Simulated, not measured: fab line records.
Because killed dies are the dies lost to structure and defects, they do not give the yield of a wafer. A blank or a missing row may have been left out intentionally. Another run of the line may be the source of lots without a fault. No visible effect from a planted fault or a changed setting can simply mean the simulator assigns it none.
Matching of chambers -- flow n5 finfet -- N5_BEOL_M2_ETCH_74 on rie diel-04: 4 sister chambers
The step etches underlayer in N2/H2, target depth 6.5 nm, time 5.2 s. 8 wafers are shown with their chamber, then 10 later ones without.

== WAFERS PAIRED WITH THEIR CHAMBERS ==
wafer,chamber,showerhead plenum p Torr (Torr),drypump motor current A (A)
L080.5,1,2.73,5.2
L081.5,2,2.60,5.0
L081.6,3,2.61,5.6
L087.3,3,2.60,5.6
L087.4,0,2.47,5.8
L087.5,1,2.73,5.2
L091.1,2,2.59,5.0
L091.3,0,2.47,5.9

== WAFERS WHOSE CHAMBER IS MISSING ==
wafer,showerhead plenum p Torr (Torr),drypump motor current A (A)
L091.6,2.72,5.2
L094.2,2.47,5.9
L094.3,2.60,5.6
L094.4,2.58,5.0
L093.1,2.58,4.9
L093.4,2.72,5.2
L093.5,2.47,5.9
L095.4,2.60,5.6
L095.5,2.58,5.0
L095.6,2.72,5.2

== CHAMBER TAKEN BY EACH ==
wafer,from the rows above,in truth
L091.6,1,1
L094.2,0,0
L094.3,3,3
L094.4,2,2
L093.1,2,2
L093.4,1,1
L093.5,0,0
L095.4,3,3
L095.5,2,2
L095.6,1,1
Correctly placed: 10 of 10. Can't be placed from these rows: 0. 0 placed wrongly.
How it was worked out, from the rows above alone: a wafer's distance from a chamber is the root of the sum, over the readings, of the square of ((its reading less the chamber's mean) divided by the reading's scatter). The wafer belongs to the nearest chamber; if the next one is less than 2 further off, it can't be placed. Each chamber's mean is taken over the wafers shown for it. The scatter is the square root of a quotient: the sum, over the shown wafers, of each reading's squared deviation from its chamber's mean, divided by wafers minus chambers.
